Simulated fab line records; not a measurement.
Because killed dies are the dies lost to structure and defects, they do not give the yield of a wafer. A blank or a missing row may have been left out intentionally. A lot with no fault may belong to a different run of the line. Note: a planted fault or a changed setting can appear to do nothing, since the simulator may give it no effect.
fab line records	flow nandHarc
record lots=24	wafers=72	lastDay=24
route steps=1159 shown P_CONTACT@236 P_M1@296 P_M2@345 P_BONDPAD@365
lots that met no fault: taken from a fault-free run of the same line
startH: start of the lot's first displayed wafer, in hours after the record's first day	waitH: time in hours since the lot's previous step	" unchanged from the row above	L1.1+2: a single row standing in for several wafers	- no value, or no start was given	* or withheld: withheld	< > ~ a bound
route shown NAME@n: NAME is a module with steps in the file, n the number in the route of the first one	usual: the fault-free wafers' mean and standard deviation	same: alike in all rows	chamber/n: place in a boat	sites: each site's reading	_std_site: standard deviation across them	_edge_site: mean of outer sites minus mean of inner sites	radiusMm: how far each site lies from the wafer's centre	mask NAME#n: copy n	behind: tool/chamber where the wafer was last shaped	hold: the reason the lot was held/the length of the hold in hours/how it ended	device: the transistor (n, p or np) that didn't switch	end of line: the route-end tests of the same wafers	a step without rows: its recipe alone	killed: dies lost to structure and defects at the first sort, not the wafer's yield	map: dies across one wafer; x = killed, . = not, _ = none there
set.NAME: the setting the step ran with; set.NAME@STEP: the setting that earlier step ran with	model.NAME: the simulator's own value behind a step, which no gauge read
the route's steps for a sample of lots (tables are steps, rows are wafers)
services: when a tool's chamber went out of use (startH, in hours from the record's first day, below 0 if earlier), for how many hours, and the reason
## steps
# step NHARC_P_CONTACT_ETCH_35
# recipe targetDepthA=390	overEtchFrac=0.3	timeS=65	ionEnergyEv=80	cf4FlowSccm=150	arFlowSccm=0	rfW=300	biasW=100	chemistry=CF4
# usual drypumpMotorCurrentA=5.6/0.51	mfcArSccm=0.017/0.013	oesProductAu=0.998/0.013	rfVppV=151.5/1.2	showerheadPlenumPTorr=1.78/0.082	throttleValvePct=13.283/0.01
lot.wafer	tool	chamber	startH	waitH	drypumpMotorCurrentA	mfcArSccm	oesProductAu	rfHoursCounterH	rfVppV	showerheadPlenumPTorr	throttleValvePct
L074.1	rieDiel-03	1	110.04	0.1	5.4	0	0.983	7	152.4	1.75	13.266
L074.4	"	0	"	"	5.6	0.030	1.010	6	151.1	1.75	13.271
L074.5	"	1	"	"	5.4	0	0.977	-	152.1	1.75	13.280
L075.3	rieDiel-07	3	115.64	0.1	5.6	0.027	1.011	4	152.3	1.86	13.275
L075.2	"	0	"	"	6.2	0.021	1.009	5	149.8	1.68	13.281
L075.4	"	1	"	"	6.1	0	0.983	5	149.0	1.66	13.280
L076.1	rieDiel-07	3	116.66	0.1	5.6	0.027	1.010	5	151.5	1.86	13.288
L076.2	"	1	"	"	6.2	0	0.987	5	148.4	1.65	13.284
L076.6	"	3	"	"	5.6	0.027	1.012	-	151.8	1.86	13.301
L077.1	rieDiel-03	2	127.72	0.1	4.9	0.030	0.986	8	152.7	1.84	13.263
L077.4	"	3	"	"	4.8	0.022	0.975	8	153.2	1.89	13.291
L077.5	"	1	"	"	5.4	0	0.988	-	150.7	1.75	13.290
L078.3	rieDiel-07	3	138.20	0.1	5.6	0.027	0.999	7	150.3	1.86	13.283
L078.5	"	0	"	"	6.2	0.021	1.014	-	150.5	1.68	13.286
L078.6	"	1	"	"	6.2	0	0.989	-	151.0	1.65	13.266
L079.2	rieDiel-13	2	138.77	0.2	5.2	0.000	1.005	11	152.6	1.81	13.280
L079.1	"	3	"	"	5.4	0	0.987	11	149.7	1.74	13.288
L079.5	"	0	"	"	6.6	0	1.013	-	151.5	1.90	13.274
L080.2	rieDiel-07	0	149.17	0.1	6.2	0.021	1.010	9	150.4	1.68	13.269
L080.4	"	2	"	"	5.8	0.028	1.002	8	150.6	1.76	13.303
L080.3	"	3	"	"	5.6	0.027	0.998	8	151.9	1.86	13.258
L081.4	rieDiel-07	2	155.90	0.1	5.8	0.028	0.996	10	151.0	1.76	13.285
L081.2	"	3	"	"	5.6	0.027	1.013	9	153.6	1.86	13.275
L081.5	"	1	"	"	6.2	0	0.992	-	150.4	1.65	13.290
L082.2	rieDiel-03	2	156.82	0.1	4.9	0.030	1.002	11	152.7	1.84	13.294
L082.6	"	2	"	"	4.9	0.030	0.996	-	152.1	1.84	13.275
L082.5	"	3	"	"	4.8	0.022	0.976	-	152.6	1.89	13.282
L083.2	rieDiel-07	1	170.25	0.1	6.2	0	0.986	12	149.6	1.65	13.293
L083.3	"	2	"	"	5.8	0.028	0.983	11	152.8	1.76	13.308
L083.4	"	3	"	"	5.6	0.027	1.002	10	151.1	1.86	13.288
L084.2	rieDiel-03	3	170.77	0.1	4.9	0.022	0.977	11	153.4	1.89	13.276
L084.1	"	0	"	"	5.6	0.030	1.011	11	150.7	1.75	13.294
L084.4	"	1	"	"	5.4	0	0.994	11	151.5	1.75	13.289
L085.1	rieDiel-03	3	184.63	0.1	4.8	0.022	0.983	12	154.3	1.89	13.277
L085.2	"	0	"	"	5.6	0.030	1.013	12	151.2	1.75	13.280
L085.3	"	1	"	"	5.5	0	0.992	13	151.3	1.75	13.289
L087.1	rieDiel-03	0	185.43	0.1	5.5	0.030	1.011	12	150.7	1.75	13.281
L087.4	"	1	"	"	5.5	0	1.004	13	151.8	1.75	13.288
L087.6	"	3	"	"	4.8	0.022	0.972	-	154.0	1.89	13.274
L086.3	rieDiel-03	3	186.08	0.1	4.8	0.022	0.973	13	152.1	1.89	13.278
L086.1	"	0	"	"	5.6	0.030	1.008	12	151.7	1.75	13.274
L086.6	"	3	"	"	4.8	0.022	0.970	-	152.3	1.89	13.286
L088.1	rieDiel-07	2	193.33	0.1	5.8	0.028	0.994	13	150.8	1.76	13.309
L088.4	"	3	"	"	5.6	0.027	1.006	13	153.9	1.86	13.288
L088.2	"	0	"	"	6.2	0.021	1.000	13	150.4	1.68	13.283
L089.2	rieDiel-13	3	202.87	0.1	5.5	0	1.001	32	150.6	1.73	13.296
L089.3	"	0	"	"	6.6	0	1.016	36	151.6	1.90	13.278
L089.5	"	1	"	"	5.5	0	1.008	-	152.0	1.81	13.293
L090.3	rieDiel-03	2	210.31	0.1	4.9	0.030	0.983	17	152.5	1.84	13.302
L090.1	"	3	"	"	4.9	0.022	0.983	14	153.4	1.89	13.294
L090.4	"	2	"	"	4.9	0.030	0.985	-	152.6	1.84	13.266
L091.4	rieDiel-07	2	210.54	0.1	5.8	0.028	1.006	15	151.6	1.76	13.277
L091.2	"	3	"	"	5.6	0.027	1.019	14	154.2	1.86	13.263
L091.5	"	2	"	"	5.8	0.028	1.001	-	150.3	1.76	13.296
L092.3	rieDiel-13	1	220.81	0.1	5.4	0	1.008	39	151.6	1.80	13.286
L092.6	"	0	"	"	6.6	0	1.020	-	153.1	1.90	13.287
L092.5	"	1	"	"	5.4	0	1.017	-	152.3	1.80	13.284
L093.2	rieDiel-07	3	224.59	0.1	5.6	0.027	1.009	15	152.6	1.86	13.287
L093.3	"	0	"	"	6.2	0.021	1.002	17	149.7	1.68	13.285
L093.4	"	2	"	"	5.8	0.028	1.003	17	151.3	1.75	13.274
L094.3	rieDiel-07	3	225.10	0.2	5.6	0.027	1.008	16	151.6	1.86	13.271
L094.1	"	0	"	"	6.2	0.021	1.014	17	149.8	1.67	13.284
L094.5	"	0	"	"	6.2	0.021	1.004	-	151.3	1.67	13.282
L096.3	rieDiel-13	1	236.66	0.1	5.5	0	1.007	41	152.1	1.80	13.280
L096.4	"	3	"	"	5.4	0	0.984	43	150.8	1.73	13.272
L096.6	"	0	"	"	6.7	0	1.002	-	151.1	1.90	13.285
L095.2	rieDiel-07	3	237.44	0.1	5.6	0.027	1.011	0	152.3	1.86	13.293
L095.3	"	1	"	"	6.1	0	0.989	0	150.1	1.65	13.281
L095.5	"	3	"	"	5.7	0.027	1.022	-	151.6	1.86	13.284
L097.4	rieDiel-03	0	242.98	0.1	5.6	0.030	1.019	1	151.1	1.75	13.285
L097.2	"	1	"	"	5.4	0	0.996	1	151.6	1.75	13.285
L097.5	"	2	"	"	4.9	0.030	0.974	-	152.5	1.84	13.286
# step NHARC_P_CONTACT_STRIP_28
# recipe o2FlowSccm=500	arFlowSccm=0	biasW=0	chemistry=O2
# usual drypumpMotorCurrentA=5.6/0.49	mfcArSccm=0.016/0.013	o2FlowSccm=499.9/1.4	oesProductAu=0.998/0.013	rfVppV=57.8/0.93	showerheadPlenumPTorr=3.54/0.16	throttleValvePct=17.035/0.0095
lot.wafer	tool	chamber	startH	waitH	drypumpMotorCurrentA	mfcArSccm	o2FlowSccm	oesProductAu	rfHoursCounterH	rfVppV	showerheadPlenumPTorr	throttleValvePct
L074.4	rieDiel-07	1	110.90	0.1	6.1	0	499.3	0.986	4	58.3	3.30	17.035
L074.1	"	3	"	"	5.6	0.027	502.0	1.016	4	57.9	3.72	17.027
L074.5	"	1	"	"	6.1	0	501.5	0.983	-	57.1	3.30	17.041
L075.2	rieDiel-03	1	116.50	0.1	5.5	0	498.1	0.992	8	59.3	3.50	17.032
L075.4	"	2	"	"	4.9	0.030	499.7	0.999	8	57.6	3.68	17.042
L075.3	"	3	"	"	4.8	0.022	503.0	0.977	7	57.9	3.78	17.023
L076.2	rieDiel-03	0	117.70	0.1	5.6	0.030	501.1	1.024	8	57.5	3.50	17.047
L076.1	"	2	"	"	4.9	0.030	499.5	1.000	8	57.5	3.68	17.032
L076.6	"	0	"	"	5.6	0.030	500.8	1.018	-	57.8	3.50	17.031
L077.1	rieDiel-07	3	128.62	0.1	5.6	0.027	500.7	0.997	6	57.7	3.72	17.041
L077.4	"	0	"	"	6.2	0.021	499.4	1.005	-	57.2	3.35	17.036
L077.5	"	3	"	"	5.6	0.027	499.7	1.009	-	57.8	3.72	17.046
L078.3	rieDiel-03	2	139.10	0.1	4.9	0.030	500.9	0.989	10	57.9	3.68	17.051
L078.5	"	3	"	"	4.9	0.022	500.2	0.973	-	57.4	3.78	17.030
L078.6	"	0	"	"	5.6	0.030	500.1	1.013	-	57.4	3.50	17.013
L079.1	rieDiel-03	2	141.92	0.1	4.9	0.030	503.5	0.984	10	57.9	3.68	17.053
L079.2	"	3	"	"	4.9	0.022	500.9	0.964	9	58.6	3.78	17.041
L079.5	"	1	"	"	5.5	0	498.9	0.981	-	58.1	3.49	17.038
L080.2	rieDiel-03	1	150.05	0.1	5.5	0	498.4	0.984	10	57.1	3.49	17.037
L080.3	"	2	"	"	4.9	0.030	500.8	0.996	10	57.7	3.68	17.031
L080.4	"	3	"	"	4.9	0.022	499.5	0.965	10	58.6	3.78	17.041
L081.4	rieDiel-07	1	156.75	0.1	6.2	0	499.1	0.985	11	57.3	3.30	17.042
L081.2	"	3	"	"	5.6	0.027	501.7	0.998	9	58.4	3.72	17.032
L081.5	"	1	"	"	6.2	0	500.1	0.993	-	57.2	3.30	17.038
L082.2	rieDiel-07	1	157.73	0.1	6.1	0	500.9	0.989	11	56.9	3.30	17.048
L082.6	"	2	"	"	5.8	0.028	497.8	0.987	-	56.0	3.50	17.043
L082.5	"	3	"	"	5.6	0.027	499.2	1.007	-	58.0	3.71	17.030
L083.4	rieDiel-13	1	171.13	0.1	5.5	0	497.1	1.005	21	57.9	3.61	17.044
L083.2	"	2	"	"	5.2	0.000	500.5	1.015	23	58.5	3.60	17.032
L083.3	"	3	"	"	5.5	0	502.0	0.996	19	57.3	3.47	17.022
L084.4	rieDiel-07	2	171.63	0.1	5.8	0.028	500.2	1.001	11	57.5	3.50	17.039
L084.2	"	3	"	"	5.7	0.027	499.9	1.009	11	59.4	3.71	17.048
L084.1	"	0	"	"	6.2	0.021	499.1	1.007	11	58.5	3.34	17.034
L085.2	rieDiel-03	0	185.48	0.1	5.6	0.030	502.0	1.010	12	57.0	3.50	17.043
L085.1	"	2	"	"	4.9	0.030	499.8	0.987	13	58.9	3.68	17.039
L085.3	"	3	"	"	4.8	0.022	498.6	0.976	13	57.7	3.78	17.031
L087.1	rieDiel-07	0	186.56	0.1	6.2	0.021	500.3	1.005	13	58.3	3.34	17.039
L087.4	"	1	"	"	6.2	0	500.1	0.984	14	57.1	3.30	17.033
L087.6	"	0	"	"	6.2	0.021	499.6	1.003	-	57.1	3.34	17.036
L086.3	rieDiel-13	1	186.97	0.1	5.5	0	499.0	1.008	26	59.8	3.61	17.018
L086.1	"	2	"	"	5.2	0.000	500.7	1.013	29	57.8	3.59	17.053
L086.6	"	2	"	"	5.2	0.000	501.5	1.003	-	59.6	3.59	17.039
L088.1	rieDiel-07	1	194.25	0.1	6.1	0	498.4	0.984	15	55.2	3.30	17.050
L088.4	"	2	"	"	5.8	0.028	498.7	0.987	14	58.3	3.50	17.037
L088.2	"	3	"	"	5.6	0.027	500.5	1.007	13	58.1	3.71	17.050
L089.3	rieDiel-07	1	203.98	0.1	6.2	0	499.1	0.987	16	57.5	3.30	17.038
L089.2	"	0	"	"	6.2	0.021	498.2	0.992	15	57.8	3.34	17.030
L089.5	"	2	"	"	5.8	0.028	498.0	0.995	-	58.1	3.50	17.032
L090.3	rieDiel-03	2	211.33	0.1	4.9	0.030	497.5	0.986	17	59.0	3.67	17.022
L090.1	"	3	"	"	4.9	0.022	498.7	0.984	15	57.8	3.78	17.030
L090.4	"	2	"	"	4.9	0.030	499.9	0.987	-	57.3	3.68	17.028
L091.4	rieDiel-07	1	211.40	0.1	6.1	0	498.1	0.996	16	58.2	3.30	17.040
L091.2	"	3	"	"	5.6	0.027	500.9	1.000	14	58.2	3.71	17.046
L091.5	"	2	"	"	5.8	0.028	496.7	1.004	-	56.9	3.50	17.033
L092.3	rieDiel-13	2	221.69	0.1	5.2	0.000	499.6	1.004	44	57.9	3.58	17.029
L092.6	"	0	"	"	6.7	0	501.5	1.014	-	59.3	3.78	17.034
L092.5	"	1	"	"	5.5	0	501.4	1.017	-	58.8	3.60	17.039
L093.4	rieDiel-13	3	225.59	0.1	5.4	0	498.9	0.996	41	55.8	3.46	17.043
L093.3	"	0	"	"	6.7	0	502.9	1.016	42	56.9	3.78	17.035
L093.2	"	2	"	"	5.2	0.000	500.9	1.013	45	58.3	3.58	17.038
L094.1	rieDiel-03	3	225.99	0.1	4.9	0.022	500.0	0.998	0	56.5	3.78	17.036
L094.3	"	2	"	"	4.9	0.030	501.5	0.994	0	58.4	3.67	17.034
L094.5	"	0	"	"	5.6	0.030	499.0	1.023	-	57.2	3.49	17.042
L096.3	rieDiel-03	1	237.53	0.1	5.5	0	499.5	0.991	1	57.7	3.49	17.009
L096.4	"	2	"	"	4.9	0.030	500.5	0.980	1	58.2	3.67	17.021
L096.6	"	0	"	"	5.6	0.030	499.1	1.014	-	59.6	3.49	17.027
L095.3	rieDiel-03	1	238.30	0.1	5.5	0	498.2	0.990	1	58.6	3.49	17.036
L095.2	"	2	"	"	4.9	0.030	500.1	0.983	1	59.2	3.67	17.046
L095.5	"	2	"	"	4.9	0.030	500.2	0.978	-	57.7	3.67	17.034
L097.4	rieDiel-07	0	243.82	0.1	6.2	0.021	500.6	0.998	1	57.8	3.34	17.036
L097.2	"	3	"	"	5.6	0.027	498.7	1.023	1	56.0	3.71	17.038
L097.5	"	0	"	"	6.2	0.021	499.7	0.991	-	58.4	3.34	17.027
# step NHARC_P_M1_OVL_MEAS_10
# recipe pitchNm=260
# usual overlayXNm=0.0/0.82	overlayYNm=-0.4/0.87
lot.wafer	tool	chamber	startH	waitH	overlayXNm	overlayYNm
L074.1	overlay-01	-	119.77	-	-0.6	-0.1
L074.4	"	-	"	"	-0.7	-0.6
L074.5	"	-	"	"	-0.1	-0.6
L075.2	overlay-02	-	128.22	-	2.0	0.5
L075.3	"	-	"	"	2.2	0.6
L075.4	"	-	"	"	2.1	0.7
L076.1	overlay-01	-	129.06	-	-0.4	0.2
L076.2	"	-	"	"	-0.3	0.5
L076.6	"	-	"	"	-0.4	-0.5
L077.1	overlay-01	-	136.48	-	-1.9	0.0
L077.4	"	-	"	"	-1.5	0.4
L077.5	"	-	"	"	-2.0	0.0
L078.3	overlay-01	-	146.32	-	-0.8	-1.5
L078.5	"	-	"	"	-0.3	-1.1
L078.6	"	-	"	"	-0.6	-1.3
L079.1	overlay-02	-	154.42	-	-0.7	2.1
L079.2	"	-	"	"	-0.6	1.4
L079.5	"	-	"	"	-0.7	2.4
L080.2	overlay-02	-	157.36	-	1.2	-1.7
L080.3	"	-	"	"	0.2	-1.0
L080.4	"	-	"	"	0.6	-0.5
L081.2	overlay-02	-	166.63	-	0.1	-1.9
L081.4	"	-	"	"	-0.4	-1.7
L081.5	"	-	"	"	-0.4	-1.9
L082.2	overlay-02	-	166.81	-	-0.2	-1.0
L082.5	"	-	"	"	-0.2	-1.0
L082.6	"	-	"	"	-0.4	-0.4
L083.2	overlay-02	-	178.63	-	-0.3	-0.4
L083.3	"	-	"	"	0.3	-0.4
L083.4	"	-	"	"	0.5	-0.1
L084.1	overlay-01	-	179.23	-	0.2	-0.1
L084.2	"	-	"	"	-0.1	0.2
L084.4	"	-	"	"	-0.4	-0.1
L085.1	overlay-02	-	192.65	-	0.5	-0.3
L085.2	"	-	"	"	0.7	0.1
L085.3	"	-	"	"	0.4	0.3
L087.1	overlay-01	-	193.76	-	-1.3	-0.9
L087.4	"	-	"	"	-0.9	-1.2
L087.6	"	-	"	"	-1.2	-1.1
L086.1	overlay-01	-	194.25	-	-0.7	-0.6
L086.3	"	-	"	"	-0.6	-0.5
L086.6	"	-	"	"	-1.2	-0.4
L088.1	overlay-02	-	203.05	-	1.1	0.2
L088.2	"	-	"	"	1.2	-0.6
L088.4	"	-	"	"	1.1	0.5
L089.2	overlay-01	-	216.94	-	0.3	0.2
L089.3	"	-	"	"	0.5	-0.2
L089.5	"	-	"	"	-0.5	0.2
L090.1	overlay-01	-	219.54	-	-0.6	-1.0
L090.3	"	-	"	"	-0.2	-1.2
L090.4	"	-	"	"	-0.5	-0.5
L091.2	overlay-02	-	219.93	-	0.3	-1.9
L091.4	"	-	"	"	0.5	-1.9
L091.5	"	-	"	"	0.2	-1.4
L092.3	overlay-02	-	229.68	-	1.4	-0.9
L092.5	"	-	"	"	1.0	-1.3
L092.6	"	-	"	"	1.1	-1.4
L093.2	overlay-02	-	237.32	-	0.2	-1.3
L093.3	"	-	"	"	-0.1	-1.1
L093.4	"	-	"	"	-0.5	-0.9
L094.1	overlay-02	-	237.86	-	1.2	-0.5
L094.3	"	-	"	"	0.9	-0.2
L094.5	"	-	"	"	0.8	0.4
L096.3	overlay-02	-	247.49	-	-0.2	0.0
L096.4	"	-	"	"	-0.2	0.4
L096.6	"	-	"	"	0.4	-0.2
L095.2	overlay-01	-	247.89	-	0.2	0.5
L095.3	"	-	"	"	-0.3	0.2
L095.5	"	-	"	"	-0.5	0.1
L097.2	overlay-02	-	251.13	-	0.8	0.1
L097.4	"	-	"	"	0.7	0.4
L097.5	"	-	"	"	0.8	0.8
# step NHARC_P_M2_THK_MEAS_24
# recipe thkMeasGauge=xrf
# usual thkNm=143.7/1.8
lot.wafer	tool	chamber	startH	waitH	thkNm
L074.1	filmMetro-02	-	126.45	-	139.9
L074.4	"	-	"	"	141.1
L074.5	"	-	"	"	143.4
L075.2	filmMetro-01	-	134.92	-	145.2
L075.3	"	-	"	"	142.9
L075.4	"	-	"	"	146.8
L076.1	filmMetro-01	-	136.51	-	143.2
L076.2	"	-	"	"	143.0
L076.6	"	-	"	"	143.5
L077.1	filmMetro-02	-	143.11	-	142.7
L077.4	"	-	"	"	146.9
L077.5	"	-	"	"	145.7
L078.3	filmMetro-02	-	153.12	-	144.5
L078.5	"	-	"	"	142.9
L078.6	"	-	"	"	141.7
L079.1	filmMetro-02	-	161.13	-	141.9
L079.2	"	-	"	"	144.1
L079.5	"	-	"	"	141.7
L080.2	filmMetro-02	-	164.01	-	144.7
L080.3	"	-	"	"	144.7
L080.4	"	-	"	"	144.4
L081.2	filmMetro-01	-	173.72	-	143.8
L081.4	"	-	"	"	144.0
L081.5	"	-	"	"	144.0
L082.2	filmMetro-02	-	174.02	-	143.7
L082.5	"	-	"	"	142.8
L082.6	"	-	"	"	141.4
L083.2	filmMetro-02	-	185.46	-	144.4
L083.3	"	-	"	"	144.8
L083.4	"	-	"	"	140.7
L084.1	filmMetro-01	-	186.41	-	145.1
L084.2	"	-	"	"	140.9
L084.4	"	-	"	"	143.9
L085.1	filmMetro-02	-	199.22	-	144.9
L085.2	"	-	"	"	145.2
L085.3	"	-	"	"	144.5
L087.1	filmMetro-01	-	200.43	-	142.4
L087.4	"	-	"	"	144.2
L087.6	"	-	"	"	143.7
L086.1	filmMetro-02	-	201.04	-	142.2
L086.3	"	-	"	"	142.1
L086.6	"	-	"	"	142.3
L088.1	filmMetro-01	-	209.75	-	143.0
L088.2	"	-	"	"	143.5
L088.4	"	-	"	"	141.3
L089.2	filmMetro-02	-	223.97	-	144.4
L089.3	"	-	"	"	141.2
L089.5	"	-	"	"	146.6
L090.1	filmMetro-02	-	226.30	-	146.7
L090.3	"	-	"	"	144.1
L090.4	"	-	"	"	143.7
L091.2	filmMetro-01	-	227.14	-	146.4
L091.4	"	-	"	"	146.9
L091.5	"	-	"	"	144.7
L092.3	filmMetro-01	-	236.56	-	142.7
L092.5	"	-	"	"	141.5
L092.6	"	-	"	"	144.0
L093.2	filmMetro-01	-	244.41	-	142.0
L093.3	"	-	"	"	141.2
L093.4	"	-	"	"	141.9
L094.1	filmMetro-01	-	245.21	-	144.1
L094.3	"	-	"	"	141.4
L094.5	"	-	"	"	143.7
L096.3	filmMetro-01	-	254.42	-	143.2
L096.4	"	-	"	"	146.3
L096.6	"	-	"	"	142.5
L095.2	filmMetro-02	-	254.67	-	144.0
L095.3	"	-	"	"	145.5
L095.5	"	-	"	"	143.4
L097.2	filmMetro-02	-	257.86	-	142.9
L097.4	"	-	"	"	142.4
L097.5	"	-	"	"	144.2
# step NHARC_P_BONDPAD_OVL_MEAS_38
# usual overlayXNm=0/5.4	overlayYNm=0/5.8
lot.wafer	tool	chamber	startH	waitH	overlayXNm	overlayYNm
L074.1	overlay-02	-	128.66	-	5	4
L074.4	"	-	"	"	5	4
L074.5	"	-	"	"	5	4
L075.2	overlay-02	-	136.92	-	-2	-7
L075.3	"	-	"	"	-2	-6
L075.4	"	-	"	"	-2	-6
L076.1	overlay-02	-	138.56	-	-3	1
L076.2	"	-	"	"	-3	1
L076.6	"	-	"	"	-3	1
L077.1	overlay-02	-	145.15	-	1	-1
L077.4	"	-	"	"	0	-1
L077.5	"	-	"	"	0	-1
L078.3	overlay-02	-	155.17	-	13	0
L078.5	"	-	"	"	12	0
L078.6	"	-	"	"	12	0
L079.1	overlay-02	-	163.17	-	-1	-7
L079.2	"	-	"	"	-1	-7
L079.5	"	-	"	"	-1	-8
L080.2	overlay-02	-	166.07	-	-4	-6
L080.3	"	-	"	"	-3	-6
L080.4	"	-	"	"	-4	-7
L081.2	overlay-01	-	175.76	-	-13	-5
L081.4	"	-	"	"	-12	-5
L081.5	"	-	"	"	-12	-5
L082.2	overlay-02	-	176.33	-	1	4
L082.5	"	-	"	"	0	4
L082.6	"	-	"	"	0	4
L083.2	overlay-01	-	187.37	-	1	-2
L083.3	"	-	"	"	0	-2
L083.4	"	-	"	"	1	-2
L084.1	overlay-02	-	188.35	-	-5	2
L084.2	"	-	"	"	-4	2
L084.4	"	-	"	"	-4	3
L085.1	overlay-02	-	201.25	-	6	2
L085.2	"	-	"	"	6	3
L085.3	"	-	"	"	6	3
L087.1	overlay-01	-	202.48	-	4	-4
L087.4	"	-	"	"	4	-4
L087.6	"	-	"	"	4	-4
L086.1	overlay-01	-	203.09	-	-4	0
L086.3	"	-	"	"	-4	0
L086.6	"	-	"	"	-4	1
L088.1	overlay-01	-	211.64	-	-2	14
L088.2	"	-	"	"	-2	15
L088.4	"	-	"	"	-2	14
L089.2	overlay-02	-	225.88	-	-7	5
L089.3	"	-	"	"	-7	5
L089.5	"	-	"	"	-7	5
L090.1	overlay-01	-	228.33	-	-3	5
L090.3	"	-	"	"	-3	4
L090.4	"	-	"	"	-3	5
L091.2	overlay-02	-	229.17	-	-3	8
L091.4	"	-	"	"	-3	8
L091.5	"	-	"	"	-3	8
L092.3	overlay-01	-	238.58	-	-6	-11
L092.5	"	-	"	"	-6	-12
L092.6	"	-	"	"	-6	-12
L093.2	overlay-02	-	247.96	-	-3	-3
L093.3	"	-	"	"	-4	-3
L093.4	"	-	"	"	-3	-4
L094.1	overlay-02	-	248.35	-	7	-10
L094.3	"	-	"	"	7	-10
L094.5	"	-	"	"	7	-10
L096.3	overlay-02	-	256.49	-	0	3
L096.4	"	-	"	"	0	3
L096.6	"	-	"	"	0	4
L095.2	overlay-02	-	256.70	-	9	0
L095.3	"	-	"	"	9	0
L095.5	"	-	"	"	9	0
L097.2	overlay-02	-	260.04	-	2	2
L097.4	"	-	"	"	2	3
L097.5	"	-	"	"	3	3
# step NHARC_P_BONDPAD_PVD_27
# recipe targetThkA=300	chamberPressurePa=5	powerW=5000	substrateTempC=30	timeS=20.49	material=Cu
# usual throttleValvePct=29.5/0.84
lot.wafer	tool	chamber	startH	waitH	throttleValvePct
L074.4	pvdSputter-02	-	-	-	29.4
L074.1	"	-	"	"	27.6
L074.5	"	-	"	"	29.6
L075.3	pvdSputter-02	-	-	-	31.0
L075.2	"	-	"	"	29.7
L075.4	"	-	"	"	30.1
L076.1	pvdSputter-03	-	-	-	29.7
L076.2	"	-	"	"	30.4
L076.6	"	-	"	"	29.4
L077.1	pvdSputter-03	-	-	-	29.3
L077.4	"	-	"	"	29.7
L077.5	"	-	"	"	29.6
L078.3	pvdSputter-02	-	-	-	29.9
L078.5	"	-	"	"	29.6
L078.6	"	-	"	"	30.0
L079.2	pvdSputter-03	-	-	-	30.3
L079.1	"	-	"	"	29.8
L079.5	"	-	"	"	30.6
L080.4	pvdSputter-02	-	-	-	28.1
L080.3	"	-	"	"	29.6
L080.2	"	-	"	"	30.8
L081.4	pvdSputter-02	-	-	-	29.8
L081.2	"	-	"	"	29.9
L081.5	"	-	"	"	29.8
L082.2	pvdSputter-03	-	-	-	30.0
L082.6	"	-	"	"	30.0
L082.5	"	-	"	"	30.2
L083.4	pvdSputter-03	-	-	-	29.7
L083.2	"	-	"	"	29.4
L083.3	"	-	"	"	29.7
L084.1	pvdSputter-03	-	-	-	30.2
L084.2	"	-	"	"	29.8
L084.4	"	-	"	"	29.6
L085.1	pvdSputter-03	-	-	-	30.5
L085.2	"	-	"	"	29.6
L085.3	"	-	"	"	29.1
L087.1	pvdSputter-02	-	-	-	29.2
L087.4	"	-	"	"	30.6
L087.6	"	-	"	"	27.8
L086.1	pvdSputter-02	-	-	-	30.0
L086.3	"	-	"	"	31.1
L086.6	"	-	"	"	30.9
L088.1	pvdSputter-01	-	-	-	30.3
L088.2	"	-	"	"	29.4
L088.4	"	-	"	"	28.2
L089.2	pvdSputter-01	-	-	-	29.2
L089.3	"	-	"	"	28.1
L089.5	"	-	"	"	30.1
L090.3	pvdSputter-01	-	-	-	28.0
L090.1	"	-	"	"	29.2
L090.4	"	-	"	"	30.0
L091.4	pvdSputter-02	-	-	-	28.9
L091.2	"	-	"	"	30.5
L091.5	"	-	"	"	28.8
L092.3	pvdSputter-02	-	-	-	27.6
L092.6	"	-	"	"	29.4
L092.5	"	-	"	"	30.1
L093.2	pvdSputter-01	-	-	-	29.7
L093.3	"	-	"	"	30.1
L093.4	"	-	"	"	27.9
L094.3	pvdSputter-02	-	-	-	29.4
L094.1	"	-	"	"	30.2
L094.5	"	-	"	"	29.6
L096.3	pvdSputter-03	-	-	-	29.5
L096.4	"	-	"	"	29.8
L096.6	"	-	"	"	29.5
L095.3	pvdSputter-02	-	-	-	29.9
L095.2	"	-	"	"	27.8
L095.5	"	-	"	"	29.5
L097.4	pvdSputter-01	-	-	-	28.0
L097.2	"	-	"	"	29.3
L097.5	"	-	"	"	28.2
## services
tool	chamber	startH	hours	kind
rieDiel-13	-	99.27	9.0	pm
pvdSputter-03	-	102.00	10.0	pm
rieDiel-07	0	109.25	-	clean
rieDiel-07	1	109.25	-	clean
rieDiel-07	2	109.25	-	clean
rieDiel-07	3	109.25	-	clean
pvdSputter-03	-	117.59	1.5	repair
rieDiel-07	2	126.09	3.7	repair
rieDiel-07	0	133.75	-	clean
rieDiel-13	1	136.67	2.8	repair
rieDiel-13	3	143.82	13.9	repair
pvdSputter-03	-	155.92	2.0	repair
pvdSputter-01	-	158.17	10.0	pm
rieDiel-03	0	175.42	5.3	repair
rieDiel-07	-	187.58	0.8	repair
rieDiel-07	3	197.18	6.0	repair
rieDiel-03	1	204.63	11.4	repair
rieDiel-13	0	209.33	2.1	repair
pvdSputter-03	-	215.16	12.0	repair
rieDiel-03	-	215.38	9.0	pm
pvdSputter-02	-	218.80	2.2	repair
pvdSputter-02	-	222.76	4.5	repair
rieDiel-03	-	226.20	0.3	repair
rieDiel-07	-	228.20	9.0	pm
## key
fault none
